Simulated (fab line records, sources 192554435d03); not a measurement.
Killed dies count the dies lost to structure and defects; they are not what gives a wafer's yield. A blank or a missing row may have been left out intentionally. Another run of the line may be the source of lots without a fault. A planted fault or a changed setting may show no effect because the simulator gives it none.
fab line records    flow n5-finfet    part 1 of 2: steps 1 to 3 of 6
record: lots: 20  wafers: 60  last-day: 20
route steps=1938 shown BEOL_M0@715
lots untouched by any fault: they come from a run of this same line in which no faults occurred
start-h: hours from the record's opening day to when the first of the lot's shown wafers began    wait-h: time in hours since the lot's previous step    " same as the row above    L1.1+2: one row covering several wafers at once    - no value present, or no start provided    * or withheld: withheld    < > ~ a bound
route shown NAME@n: names a module that has steps shown in the file, with the first one's number in the route    usual: average and standard deviation across the fault-free wafers    same: alike in all rows    chamber/n: place in a boat    sites: per-site readings    _std_site: standard deviation across them    _edge_site: the outer-site mean with the inner-site mean subtracted    radius-mm: for every site, how far away it sits from the centre of the wafer    mask NAME#n: copy n    behind: the most recent tool/chamber to have shaped the wafer    hold: why the lot was held/for how many hours/how that ended    device: whichever transistor did not switch (one of n, p or np)    end of line: the tests these same wafers got at the end of their route    a step without rows: its recipe alone    killed: the dies lost at the first sort to structure and to defects; this is not the yield of the wafer    map: dies across one wafer; x = killed, . = not, _ = none there
set.NAME: setting as actually run; set.NAME@STEP: the setting as run at that earlier step    model.NAME: the simulator's own value behind a step, which no gauge read
route steps across a sampled set of lots; one table per step, one row per wafer
services: the hour from which a tool's chamber was out of use, counted from the record's first day as start-h (under 0 if before that day), plus the number of hours and why
== steps ==
step: N5_BEOL_M0_ETCH_138
recipe: chemistry: CH3F/O2  target-depth-a: 120  target: SiCN  time-s: 31.6  ion-energy-ev: 120  pressure-mtorr: 30  source-w: 395  bias-w: 75  Ar_flow_sccm: 150  CH3F_flow_sccm: 30  O2_flow_sccm: 20  ends: cleared
usual: drypump-motor-current-A: 5.7/0.56  etch-rf-on-time-s: 29.1/0.74  mfc-ar-sccm: 150.0/0.45  oes-product-au: 0.66/0.074  rf-vpp-V: 297.4/1.5  showerhead-plenum-p-Torr: 2.00/0.061  throttle-valve-pct: 16.31/0.22
lot.wafer  tool         chamber  start-h  wait-h  drypump-motor-current-A  etch-rf-on-time-s  mfc-ar-sccm  oes-product-au  rf-hours-counter-h  rf-vpp-V  showerhead-plenum-p-Torr  throttle-valve-pct
L074.1     rie-diel-01  0        113.01   0.0     6.0                      28.9               150.5        0.82            0                   296.6     1.97                      16.09
L074.3     "            1        "        "       6.5                      29.5               150.1        0.58            240                 294.4     1.97                      16.38
L074.5     "            1        "        "       6.5                      30.0               150.5        0.58            -                   297.7     1.97                      16.39
L075.1     rie-diel-04  3        124.01   0.0     6.0                      29.7               149.8        0.62            192                 300.0     2.08                      16.20
L075.5     "            3        "        "       6.0                      29.8               149.5        0.62            -                   298.5     2.08                      16.19
L075.6     "            2        "        "       5.3                      30.7               150.3        0.59            -                   295.0     1.90                      16.60
L076.1     rie-diel-04  3        127.19   0.0     6.0                      28.1               150.4        0.62            193                 298.9     2.07                      16.19
L076.3     "            0        "        "       5.7                      29.1               149.9        0.62            194                 296.7     1.90                      16.51
L076.4     "            2        "        "       5.3                      30.2               149.5        0.60            202                 295.5     1.90                      16.59
L077.2     rie-diel-04  2        130.42   0.0     5.3                      28.9               150.3        0.59            204                 294.8     1.90                      16.59
L077.5     "            0        "        "       5.8                      28.9               149.9        0.61            -                   296.0     1.90                      16.51
L077.6     "            3        "        "       6.0                      30.3               150.4        0.61            -                   298.8     2.07                      16.22
L078.2     rie-diel-03  0        139.33   0.0     5.2                      29.1               150.0        0.63            168                 297.1     2.00                      16.03
L078.3     "            3        "        "       6.3                      28.5               150.3        0.64            170                 298.0     1.99                      16.13
L078.6     "            0        "        "       5.2                      30.4               149.9        0.62            -                   297.6     2.00                      16.04
L079.1     rie-diel-04  2        145.51   0.0     5.3                      30.2               149.1        0.59            207                 295.2     1.90                      16.59
L079.5     "            2        "        "       5.3                      31.3               149.7        0.59            -                   295.6     1.90                      16.58
L079.6     "            3        "        "       6.0                      31.1               149.4        0.61            -                   297.8     2.07                      16.20
L081.4     rie-diel-03  0        167.33   0.0     5.1                      29.6               150.4        0.62            177                 298.7     2.00                      16.06
L081.5     "            3        "        "       6.2                      29.2               149.7        0.63            -                   296.4     1.99                      16.13
L081.6     "            2        "        "       6.5                      30.8               149.9        0.60            -                   299.0     2.06                      16.50
L080.1     rie-diel-01  0        169.71   0.0     6.0                      29.2               150.8        0.76            21                  296.7     1.96                      16.12
L080.4     "            3        "        "       5.8                      29.8               149.9        0.62            194                 298.0     1.98                      16.46
L080.6     "            2        "        "       5.2                      29.3               150.0        0.73            -                   296.6     2.03                      16.43
L082.2     rie-diel-01  3        173.80   0.0     5.8                      28.2               149.6        0.62            196                 296.3     1.98                      16.47
L082.3     "            1        "        "       6.5                      28.4               150.1        0.83            6                   296.7     1.97                      15.93
L082.6     "            2        "        "       5.2                      28.9               150.0        0.74            -                   296.6     2.03                      16.44
L083.1     rie-diel-03  1        174.69   0.0     4.8                      28.1               149.6        0.75            56                  299.1     2.11                      16.28
L083.4     "            0        "        "       5.2                      29.8               149.4        0.62            180                 297.9     2.00                      16.06
L083.5     "            0        "        "       5.2                      29.3               150.0        0.62            -                   296.3     2.00                      16.07
L084.1     rie-diel-03  0        181.02   0.0     5.2                      28.7               149.8        0.63            181                 297.6     2.00                      16.07
L084.3     "            1        "        "       4.9                      27.7               150.1        0.75            57                  300.2     2.11                      16.28
L084.5     "            0        "        "       5.2                      29.7               149.8        0.62            -                   296.8     2.00                      16.06
L086.3     rie-diel-01  2        186.48   0.0     5.2                      27.9               150.2        0.72            65                  297.7     2.03                      16.45
L086.4     "            0        "        "       6.0                      28.8               150.7        0.75            26                  295.8     1.96                      16.12
L086.5     "            0        "        "       6.0                      29.1               150.4        0.75            -                   295.5     1.96                      16.14
L088.3     rie-diel-03  0        197.76   0.0     5.2                      29.5               149.7        0.61            186                 297.3     2.00                      16.08
L088.5     "            1        "        "       4.9                      28.7               150.0        0.74            -                   300.4     2.11                      16.29
L088.6     "            0        "        "       5.2                      29.2               149.6        0.62            -                   297.1     2.00                      16.08
L089.2     rie-diel-03  0        202.36   0.0     5.2                      28.9               149.6        0.62            188                 297.7     2.00                      16.08
L089.3     "            3        "        "       6.3                      29.3               150.3        0.62            190                 296.7     1.99                      16.15
L089.5     "            0        "        "       5.2                      29.9               150.6        0.61            -                   297.4     2.00                      16.08
L091.1     rie-diel-04  0        220.91   0.0     5.7                      28.9               149.5        0.59            222                 295.8     1.90                      16.57
L091.2     "            1        "        "       6.2                      28.0               149.8        0.66            121                 299.3     2.01                      16.66
L091.6     "            2        "        "       5.3                      30.4               150.2        0.58            -                   296.8     1.89                      16.64
L092.3     rie-diel-04  1        222.64   0.0     6.2                      28.8               150.4        0.67            121                 297.5     2.01                      16.66
L092.5     "            1        "        "       6.2                      29.6               150.1        0.67            -                   297.2     2.01                      16.65
L092.6     "            0        "        "       5.7                      29.6               149.8        0.60            -                   296.3     1.90                      16.57
L093.1     rie-diel-03  2        225.68   0.0     6.5                      27.3               150.0        0.59            242                 297.6     2.05                      16.52
L093.2     "            0        "        "       5.2                      27.5               149.5        0.61            195                 297.8     1.99                      16.08
L093.4     "            3        "        "       6.2                      28.1               150.6        0.62            197                 295.6     1.98                      16.17
L095.2     rie-diel-03  3        237.29   0.0     6.3                      29.4               149.9        0.61            200                 296.4     1.98                      16.17
L095.5     "            1        "        "       4.8                      29.5               150.2        0.72            -                   300.4     2.10                      16.31
L095.6     "            2        "        "       6.5                      29.7               149.7        0.59            -                   298.6     2.05                      16.54
L094.2     rie-diel-01  3        240.00   0.0     5.8                      28.5               150.0        0.60            218                 295.5     1.97                      16.51
L094.3     "            0        "        "       6.0                      29.0               149.6        0.73            43                  297.1     1.95                      16.16
L094.6     "            2        "        "       5.2                      30.1               149.8        0.71            -                   297.4     2.02                      16.46
L096.1     rie-diel-01  1        246.08   0.0     6.5                      28.5               150.0        0.80            19                  295.9     1.96                      15.97
L096.2     "            3        "        "       5.7                      28.5               149.9        0.60            220                 297.6     1.97                      16.52
L096.4     "            2        "        "       5.2                      29.4               149.7        0.70            84                  296.9     2.02                      16.48
step: N5_BEOL_M0_STRIP_104
recipe: chemistry: N2/H2  power-w: 450  temp-c: 40  pressure-mtorr: 20  rf-frequency-hz: 6e+07  overash-fraction: 0.3  bias-power-w: 7  h2-frac: 0.5  n2-flow-sccm: 200  h2-flow-sccm: 200
usual: drypump-motor-current-A: 5.8/0.56  h2-flow-sccm: 200.0/0.57  n2-flow-sccm: 200.0/0.63  oes-product-au: 0.76/0.075  rf-vpp-V: 59.3/1.6  showerhead-plenum-p-Torr: 2.54/0.08  throttle-valve-pct: 23.64/0.27
lot.wafer  tool         chamber  start-h  wait-h  drypump-motor-current-A  h2-flow-sccm  n2-flow-sccm  oes-product-au  rf-hours-counter-h  rf-vpp-V  showerhead-plenum-p-Torr  throttle-valve-pct
L074.1     rie-diel-03  3        116.23   0.0     6.2                      199.1         200.4         0.76            167                 57.5      2.54                      23.34
L074.3     "            2        "        "       6.5                      200.6         199.5         0.70            214                 59.2      2.61                      23.78
L074.5     "            3        "        "       6.3                      199.0         199.3         0.76            -                   59.1      2.54                      23.34
L075.1     rie-diel-04  0        126.88   0.0     5.7                      199.7         200.1         0.71            194                 58.7      2.42                      23.94
L075.5     "            1        "        "       6.2                      199.7         199.8         0.81            -                   59.8      2.56                      24.02
L075.6     "            2        "        "       5.3                      201.2         199.7         0.68            -                   58.2      2.42                      23.88
L076.1     rie-diel-01  2        127.84   0.0     5.2                      200.3         199.5         0.89            46                  57.1      2.58                      23.95
L076.3     "            3        "        "       5.8                      199.6         200.3         0.74            180                 60.3      2.52                      23.69
L076.4     "            1        "        "       6.5                      199.3         199.6         0.68            246                 58.8      2.49                      23.46
L077.2     rie-diel-01  3        132.46   0.0     5.8                      199.7         200.2         0.72            182                 60.1      2.52                      23.68
L077.5     "            2        "        "       5.2                      199.2         200.0         0.89            -                   61.4      2.58                      23.97
L077.6     "            1        "        "       6.5                      199.9         202.0         0.68            -                   57.9      2.49                      23.45
L078.2     rie-diel-03  2        140.65   0.0     6.5                      200.1         199.4         0.71            218                 57.3      2.61                      23.74
L078.3     "            0        "        "       5.2                      200.3         200.2         0.74            168                 58.1      2.53                      23.22
L078.6     "            3        "        "       6.3                      199.5         199.4         0.74            -                   60.8      2.53                      23.35
L079.1     rie-diel-03  1        150.68   0.0     4.9                      200.1         200.5         0.89            47                  60.9      2.69                      23.52
L079.5     "            3        "        "       6.2                      200.0         200.1         0.76            -                   56.9      2.53                      23.38
L079.6     "            2        "        "       6.5                      200.7         199.6         0.70            -                   62.4      2.61                      23.78
L081.4     rie-diel-03  0        168.76   0.0     5.2                      200.2         199.9         0.74            178                 57.5      2.53                      23.22
L081.5     "            3        "        "       6.3                      199.1         200.3         0.74            -                   54.9      2.53                      23.37
L081.6     "            2        "        "       6.5                      199.8         200.1         0.70            -                   60.4      2.61                      23.77
L080.1     rie-diel-03  2        171.51   0.0     6.5                      198.8         200.6         0.70            228                 61.4      2.61                      23.77
L080.4     "            3        "        "       6.2                      200.3         199.7         0.74            181                 57.4      2.53                      23.37
L080.6     "            0        "        "       5.2                      200.7         200.0         0.73            -                   56.5      2.53                      23.25
L083.1     rie-diel-04  3        178.55   0.0     6.0                      198.7         200.4         0.71            209                 61.1      2.62                      23.57
L083.4     "            1        "        "       6.2                      200.1         201.0         0.78            110                 55.6      2.55                      24.06
L083.5     "            2        "        "       5.3                      200.3         200.1         0.69            -                   57.5      2.41                      23.87
L082.2     rie-diel-03  2        180.58   0.0     6.5                      199.4         200.6         0.70            230                 62.3      2.61                      23.79
L082.3     "            0        "        "       5.2                      199.8         200.7         0.72            181                 59.4      2.53                      23.24
L082.6     "            3        "        "       6.2                      200.5         200.4         0.73            -                   60.4      2.53                      23.35
L084.1     rie-diel-03  1        185.28   0.0     4.9                      200.5         199.5         0.87            59                  58.5      2.69                      23.50
L084.3     "            3        "        "       6.3                      200.4         200.5         0.73            185                 59.0      2.53                      23.38
L084.5     "            0        "        "       5.2                      199.7         200.4         0.72            -                   57.2      2.53                      23.25
L086.3     rie-diel-04  1        190.67   0.0     6.2                      199.9         199.3         0.78            113                 58.5      2.55                      24.06
L086.4     "            2        "        "       5.3                      200.2         199.7         0.70            222                 60.5      2.41                      23.89
L086.5     "            0        "        "       5.8                      201.3         200.3         0.71            -                   56.7      2.41                      23.96
L089.2     rie-diel-03  1        203.99   0.0     4.9                      200.4         200.0         0.87            64                  59.4      2.68                      23.49
L089.3     "            2        "        "       6.5                      199.2         199.2         0.68            237                 59.8      2.60                      23.79
L089.5     "            1        "        "       4.9                      199.7         199.9         0.85            -                   61.4      2.69                      23.55
L088.3     rie-diel-01  3        208.43   0.0     5.8                      200.8         198.5         0.71            207                 61.5      2.51                      23.68
L088.5     "            2        "        "       5.2                      201.1         199.2         0.84            -                   62.4      2.57                      24.00
L088.6     "            3        "        "       5.8                      201.0         198.9         0.71            -                   59.1      2.51                      23.72
L092.3     rie-diel-04  0        223.01   0.0     5.8                      200.1         200.7         0.68            222                 56.8      2.41                      23.93
L092.5     "            0        "        "       5.8                      200.5         201.1         0.70            -                   59.8      2.41                      23.95
L092.6     "            1        "        "       6.2                      199.3         200.0         0.77            -                   58.8      2.55                      24.09
L091.1     rie-diel-03  3        224.00   0.0     6.3                      200.7         199.6         0.72            196                 61.2      2.52                      23.36
L091.2     "            2        "        "       6.5                      200.1         200.0         0.67            242                 57.3      2.60                      23.77
L091.6     "            2        "        "       6.5                      199.8         200.0         0.70            -                   63.6      2.60                      23.76
L093.1     rie-diel-04  1        227.17   0.0     6.2                      200.9         199.6         0.78            124                 61.8      2.54                      24.06
L093.2     "            3        "        "       6.0                      200.0         200.2         0.71            218                 59.6      2.62                      23.63
L093.4     "            0        "        "       5.8                      199.8         200.6         0.70            225                 60.9      2.41                      23.96
L095.2     rie-diel-01  3        239.20   0.0     5.8                      199.4         198.7         0.69            217                 58.8      2.51                      23.73
L095.5     "            3        "        "       5.8                      200.1         198.1         0.71            -                   59.7      2.51                      23.71
L095.6     "            0        "        "       6.0                      200.4         199.8         0.85            -                   60.8      2.48                      23.69
L094.2     rie-diel-04  2        242.63   0.0     5.3                      200.6         199.2         0.67            238                 59.6      2.40                      23.93
L094.3     "            1        "        "       6.2                      200.2         201.4         0.77            129                 60.3      2.54                      24.09
L094.6     "            1        "        "       6.2                      199.4         200.4         0.77            -                   60.4      2.54                      24.10
L096.1     rie-diel-03  3        247.39   0.0     6.3                      200.9         199.5         0.72            203                 58.0      2.52                      23.38
L096.2     "            0        "        "       5.2                      200.8         200.4         0.72            201                 58.1      2.52                      23.28
L096.4     "            1        "        "       4.9                      200.3         199.9         0.84            77                  62.6      2.68                      23.55
step: N5_BEOL_M0_ETCH_128
recipe: chemistry: CF4/N2  target-depth-a: 120  overetch-a: 51  target: SiCN  time-s: 21.4  ion-energy-ev: 150  pressure-mtorr: 40  source-w: 430  bias-w: 70  Ar_flow_sccm: 100  cf4-flow-sccm: 60  n2-flow-sccm: 60
usual: drypump-motor-current-A: 5.8/0.51  mfc-ar-sccm: 100.03/0.3  n2-flow-sccm: 59.99/0.17  oes-product-au: 0.52/0.051  rf-vpp-V: 382.0/1.9  showerhead-plenum-p-Torr: 2.20/0.068  throttle-valve-pct: 15.50/0.21
lot.wafer  tool         chamber  start-h  wait-h  drypump-motor-current-A  mfc-ar-sccm  n2-flow-sccm  oes-product-au  rf-hours-counter-h  rf-vpp-V  showerhead-plenum-p-Torr  throttle-valve-pct
L074.1     rie-diel-04  3        116.47   0.2     6.0                      100.30       60.17         0.50            190                 383.4     2.29                      15.34
L074.3     "            1        "        "       6.2                      100.07       59.89         0.55            89                  384.5     2.23                      15.68
L074.5     "            0        "        "       5.7                      99.96        60.04         0.50            -                   379.7     2.11                      15.65
L075.1     rie-diel-01  3        127.99   1.0     5.8                      99.87        59.88         0.50            180                 382.1     2.19                      15.59
L075.5     "            2        "        "       5.2                      100.31       60.25         0.60            -                   384.0     2.24                      15.50
L075.6     "            3        "        "       5.8                      99.93        59.71         0.51            -                   382.6     2.19                      15.59
L076.1     rie-diel-01  3        128.86   0.9     5.8                      99.83        60.02         0.50            181                 382.1     2.19                      15.59
L076.3     "            2        "        "       5.2                      100.55       59.97         0.61            46                  383.6     2.24                      15.50
L076.4     "            1        "        "       6.5                      100.10       59.94         0.47            246                 381.9     2.18                      15.52
L077.2     rie-diel-04  0        132.72   0.2     5.7                      100.16       59.96         0.49            197                 379.9     2.10                      15.64
L077.5     "            1        "        "       6.2                      100.00       60.03         0.55            -                   383.6     2.23                      15.71
L077.6     "            2        "        "       5.3                      100.01       59.80         0.49            -                   379.8     2.10                      15.72
L078.2     rie-diel-04  0        141.02   0.3     5.7                      100.08       59.83         0.50            199                 379.8     2.10                      15.66
L078.3     "            1        "        "       6.2                      99.95        60.11         0.54            98                  383.5     2.23                      15.70
L078.6     "            0        "        "       5.7                      100.04       59.94         0.50            -                   379.8     2.10                      15.65
L079.1     rie-diel-04  1        150.80   0.0     6.2                      99.31        59.89         0.54            100                 383.5     2.23                      15.71
L079.5     "            2        "        "       5.3                      99.74        59.83         0.49            -                   380.0     2.10                      15.70
L079.6     "            1        "        "       6.2                      99.71        60.22         0.56            -                   381.9     2.23                      15.72
L081.4     rie-diel-01  1        169.12   0.3     6.5                      99.70        59.88         0.67            4                   381.9     2.17                      15.04
L081.5     "            1        "        "       6.5                      99.63        59.84         0.66            -                   382.1     2.17                      15.05
L081.6     "            0        "        "       6.0                      100.04       60.19         0.63            -                   380.9     2.16                      15.19
L080.1     rie-diel-04  1        172.13   0.5     6.2                      99.72        59.87         0.55            108                 383.9     2.22                      15.71
L080.4     "            3        "        "       6.0                      99.90        60.17         0.50            206                 384.8     2.28                      15.35
L080.6     "            1        "        "       6.2                      99.70        59.63         0.54            -                   381.6     2.22                      15.72
L083.1     rie-diel-01  1        178.68   0.0     6.5                      100.17       60.16         0.65            7                   382.3     2.17                      15.04
L083.4     "            3        "        "       5.7                      100.24       59.83         0.50            197                 382.3     2.19                      15.62
L083.5     "            2        "        "       5.2                      100.27       59.97         0.59            -                   382.6     2.24                      15.55
L082.2     rie-diel-03  1        180.70   0.0     4.9                      100.37       60.34         0.59            57                  385.5     2.33                      15.41
L082.3     "            3        "        "       6.3                      99.99        60.15         0.50            183                 383.3     2.19                      15.28
L082.6     "            3        "        "       6.3                      100.04       60.00         0.50            -                   381.0     2.19                      15.28
L084.1     rie-diel-04  2        185.40   0.0     5.3                      100.14       60.20         0.48            221                 379.4     2.10                      15.76
L084.3     "            0        "        "       5.8                      100.11       60.03         0.48            212                 378.3     2.10                      15.68
L084.5     "            2        "        "       5.3                      99.68        59.91         0.48            -                   378.0     2.10                      15.76
L086.3     rie-diel-01  3        190.79   0.0     5.8                      100.49       60.00         0.48            201                 382.2     2.18                      15.64
L086.4     "            1        "        "       6.5                      100.23       60.16         0.64            11                  380.9     2.17                      15.05
L086.5     "            2        "        "       5.2                      100.47       60.08         0.58            -                   382.7     2.24                      15.56
L089.2     rie-diel-04  1        204.11   0.0     6.2                      100.04       59.82         0.54            116                 382.0     2.22                      15.75
L089.3     "            2        "        "       5.3                      100.48       59.83         0.47            226                 379.7     2.09                      15.76
L089.5     "            2        "        "       5.3                      100.36       59.67         0.48            -                   380.3     2.09                      15.74
L088.3     rie-diel-03  1        208.63   0.1     4.9                      99.94        59.83         0.58            66                  385.6     2.32                      15.42
L088.5     "            3        "        "       6.2                      100.00       60.01         0.50            -                   382.8     2.19                      15.29
L088.6     "            2        "        "       6.5                      100.16       59.99         0.48            -                   382.4     2.26                      15.64
L092.3     rie-diel-04  0        223.13   0.0     5.8                      100.01       59.95         0.48            222                 380.0     2.10                      15.72
L092.5     "            2        "        "       5.3                      99.72        60.19         0.47            -                   379.3     2.09                      15.76
L092.6     "            0        "        "       5.7                      99.85        59.74         0.48            -                   379.1     2.10                      15.70
L091.1     rie-diel-04  2        224.52   0.4     5.3                      99.54        60.58         0.47            232                 379.0     2.09                      15.76
L091.2     "            0        "        "       5.7                      100.01       60.11         0.47            223                 379.5     2.10                      15.70
L091.6     "            0        "        "       5.7                      100.24       59.90         0.49            -                   381.2     2.10                      15.72
L093.1     rie-diel-04  1        227.70   0.4     6.2                      100.15       60.07         0.52            124                 382.3     2.22                      15.75
L093.2     "            2        "        "       5.3                      99.88        60.07         0.46            233                 378.6     2.09                      15.76
L093.4     "            0        "        "       5.8                      99.79        59.95         0.47            225                 379.8     2.09                      15.70
L095.2     rie-diel-01  2        239.32   0.0     5.2                      100.22       59.99         0.57            82                  383.4     2.23                      15.59
L095.5     "            3        "        "       5.8                      100.21       59.90         0.49            -                   381.8     2.18                      15.66
L095.6     "            0        "        "       6.0                      100.43       59.91         0.58            -                   380.5     2.15                      15.24
L094.2     rie-diel-03  2        243.27   0.5     6.5                      100.33       60.06         0.47            248                 383.4     2.26                      15.66
L094.3     "            1        "        "       4.8                      100.09       59.74         0.58            76                  385.9     2.32                      15.45
L094.6     "            1        "        "       4.9                      100.18       60.03         0.58            -                   384.5     2.32                      15.45
L096.1     rie-diel-03  0        247.54   0.0     5.2                      99.54        60.16         0.49            201                 383.0     2.20                      15.23
L096.2     "            1        "        "       4.9                      100.45       60.21         0.57            78                  385.7     2.32                      15.44
L096.4     "            3        "        "       6.3                      100.24       60.50         0.50            203                 384.0     2.19                      15.33
